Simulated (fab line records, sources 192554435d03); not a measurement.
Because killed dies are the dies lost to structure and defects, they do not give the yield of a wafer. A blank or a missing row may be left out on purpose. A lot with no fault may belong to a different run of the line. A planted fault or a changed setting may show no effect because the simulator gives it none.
Struck lot and sound lot, side by side | flow n5-finfet | 15 out of 1938 route steps
Sound: wafers L239.2, L239.5, L239.6. The struck wafers were L246.1, L246.4, L246.5. The cause is named last.
At each step with rows: each side's tool, then ch and its chambers, then its first start. Under that, the readings that differ: sound wafers | struck wafers | difference of the means | sigmas: that difference in standard deviations of wafers without a fault.
alike: a reading whose means differ by less than 2 such deviations, as well as words and numbers matching on both sides. not compared: withheld readings; readings where some wafer has no value; bounds like >300 that might hide an equal value; numbers whose values overlap and for which the record gives no deviation.
The two part at a step that has a row with sigmas, a row that says differs or no value, or rows on one side only. When numbers do not overlap yet have no deviation, they are printed without sigmas and do not part them. A reading that every wafer of one side lacks parts them only if that side has two wafers or more.

N5_BEOL_M2_OVL_MEAS_29:
  sound on overlay-01 ch 0, day 7 22:22; struck on overlay-02 ch 0, day 10 12:13
  alike: V1_OVL
N5_BEOL_M2_INSPECT_30: inspects for defects (brightfield).
  sound: defect-inspect-02 at day 7 22:25; struck: defect-inspect-02 at day 10 12:16
  alike: raw-defect-count
N5_BEOL_M2_DESCUM_33: chemistry O2, time 7 s.
  sound on rie-diel-05 ch 1,2,3, day 7 22:28; struck on rie-diel-05 ch 0,1,2, day 10 12:18
  alike: drypump-motor-current-A, oes-product-au, rf-vpp-V, showerhead-plenum-p-Torr, throttle-valve-pct
  not compared: rf-hours-counter-h
then, 1 step without rows for these wafers: N5_BEOL_M2_ETCH_77 (etches underlayer in N2/H2, target depth 6.5 nm, time 5.2 s).
N5_BEOL_M2_ETCH_69: etches SiARC in CF4, target depth 15.6 nm, time 26 s.
  sound on rie-diel-05 ch 1,2,3, day 7 22:31; struck on rie-diel-05 ch 0,1,2, day 10 12:21
  alike: bias-w, cf4-flow-sccm, drypump-motor-current-A, etch-rf-on-time-s, oes-product-au, rf-vpp-V, showerhead-plenum-p-Torr, throttle-valve-pct
  not compared: rf-hours-counter-h
then, 1 step without rows for these wafers: N5_BEOL_M2_ALD_98 (deposits SiO2, target thk 2.5 nm, pulse time 1 s, co reactant pulse time 1 s).
N5_BEOL_M2_ETCHBACK_99: etches SiO2 in CHF3, target depth 5 nm, time 10.4 s.
  sound on rie-diel-05 ch 1,2, day 8 03:28; struck on rie-diel-05 ch 1,2, day 11 06:00
  alike: bias-w, drypump-motor-current-A, oes-product-au, rf-vpp-V, showerhead-plenum-p-Torr, throttle-valve-pct
  not compared: rf-hours-counter-h
then, 3 steps without rows for these wafers: N5_BEOL_M2_ETCH_70 (etches SOC in N2/H2, target depth 80 nm, overetch 24 nm, time 130 s); N5_BEOL_M2_STRIP_71 (strips in N2/H2); N5_BEOL_M2_STRIP_78 (strips in N2/H2).
N5_BEOL_M2_VIA_ETCH_34: etches the open film in C4F6/O2, target depth 69.4 nm, time 65.9 s.
  sound on rie-diel-05 ch 1,2, day 8 03:36; struck on rie-diel-05 ch 1,2, day 11 06:08
  alike: bias-w, drypump-motor-current-A, oes_o_777_au, oes-product-au, rf-vpp-V, showerhead-plenum-p-Torr, throttle-valve-pct
  not compared: rf-hours-counter-h
then, 1 step without rows for these wafers: N5_BEOL_M2_STRIP_83 (strips in C4F6/O2).
N5_BEOL_M2_STRIP_36: strips in N2/H2.
  sound on rie-diel-05 ch 1,2, day 8 03:40; struck on rie-diel-05 ch 1,2, day 11 06:12
  reading                        | sound             | struck            | difference | sigmas
  chamber-pressure-mTorr (mTorr) | 19.98 19.98 20.03 | 26.00 26.04 25.98 | +6.01      | +99 or more
  alike: drypump-motor-current-A, oes-product-au, rf-vpp-V, showerhead-plenum-p-Torr, throttle-valve-pct
  not compared: rf-hours-counter-h
N5_BEOL_M2_TRENCH_ETCH_37: etches SiOC in C4F6/O2, target depth 55.555 nm, time 29.2 s.
  sound: rie-diel-05 ch 1,2; struck: rie-diel-05 ch 1,2
  alike: bias-w, drypump-motor-current-A, oes_o_777_au, oes-product-au, rf-vpp-V, showerhead-plenum-p-Torr, throttle-valve-pct
  not compared: rf-hours-counter-h
N5_BEOL_M4_RC_MEAS_101:
  sound on prober-01 ch 0, day 9 06:37; struck on prober-02 ch 0, day 12 11:06
  reading       | sound          | struck         | difference | sigmas
  DIBL_N (mV/V) | 35.9 33.3 34.7 | 38.8 40.2 38.7 | +4.6       | +2
  DIBL_P (mV/V) | 36.7 33.6 36.6 | 40.3 42.1 39.6 | +5.0       | +2
  alike: IOFF_N, IOFF_P, ION_N, ION_P, SS_N, SS_P, VT_N, VT_P

## WHERE THEY PART
First at N5_BEOL_M2_STRIP_36; last, within this record, at N5_BEOL_M4_RC_MEAS_101.

WHY: the cause the simulator had injected
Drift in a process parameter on rie-diel-05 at N5_BEOL_M2_STRIP_36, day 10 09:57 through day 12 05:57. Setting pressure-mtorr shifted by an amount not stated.
